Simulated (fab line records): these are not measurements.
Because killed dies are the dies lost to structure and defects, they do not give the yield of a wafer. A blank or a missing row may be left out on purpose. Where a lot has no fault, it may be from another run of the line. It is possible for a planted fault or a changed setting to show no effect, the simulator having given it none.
Chamber matching || flow n5-finfet || N5_BEOL_M10_ETCH_61 on rie-diel-04 has 4 sister chambers
The step etches SiARC in CF4, target depth 39 nm, time 65 s. 4 wafers are shown with their chamber, then 9 later ones without.

## EACH WAFER AND ITS CHAMBER
{"wafer": "L082.4", "chamber": 1, "throttle-valve-pct (%)": 15.33}
{"wafer": "L079.5", "chamber": 2, "throttle-valve-pct (%)": 15.37}
{"wafer": "L081.5", "chamber": 0, "throttle-valve-pct (%)": 15.70}
{"wafer": "L081.6", "chamber": 3, "throttle-valve-pct (%)": 16.04}

## WAFERS MISSING THEIR CHAMBER
{"wafer": "L084.1", "throttle-valve-pct (%)": 15.35}
{"wafer": "L084.4", "throttle-valve-pct (%)": 15.40}
{"wafer": "L084.5", "throttle-valve-pct (%)": 15.71}
{"wafer": "L087.1", "throttle-valve-pct (%)": 15.37}
{"wafer": "L087.2", "throttle-valve-pct (%)": 15.42}
{"wafer": "L087.6", "throttle-valve-pct (%)": 15.72}
{"wafer": "L091.3", "throttle-valve-pct (%)": 15.42}
{"wafer": "L091.4", "throttle-valve-pct (%)": 15.38}
{"wafer": "L091.5", "throttle-valve-pct (%)": 15.43}

## WHICH CHAMBER EACH WENT THROUGH
{"wafer": "L084.1", "from the rows above": "can't be placed: 1 or 2", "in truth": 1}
{"wafer": "L084.4", "from the rows above": "can't be placed: 2 or 1", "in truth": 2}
{"wafer": "L084.5", "from the rows above": 0, "in truth": 0}
{"wafer": "L087.1", "from the rows above": "can't be placed: 2 or 1", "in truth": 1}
{"wafer": "L087.2", "from the rows above": "can't be placed: 2 or 1", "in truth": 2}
{"wafer": "L087.6", "from the rows above": 0, "in truth": 0}
{"wafer": "L091.3", "from the rows above": "can't be placed: 2 or 1", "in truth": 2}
{"wafer": "L091.4", "from the rows above": "can't be placed: 2 or 1", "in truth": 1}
{"wafer": "L091.5", "from the rows above": "can't be placed: 2 or 1", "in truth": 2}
Correct placement for 2 of the 9. Unplaceable from these rows: 7, with the true chamber sitting among the candidates in 7. 0 placed wrongly.
How it was worked out, from the rows above alone: a wafer's distance from a chamber is the root of the sum, over the readings, of the square of ((its reading less the chamber's mean) divided by the reading's scatter). The wafer belongs to the nearest chamber; if the next one is less than 2 further off, it can't be placed. For every chamber, the mean is computed from those of its wafers that are shown. The scatter: with one shown wafer a chamber, the root of the mean of the squares of how far each hidden wafer lies from its nearest shown one.
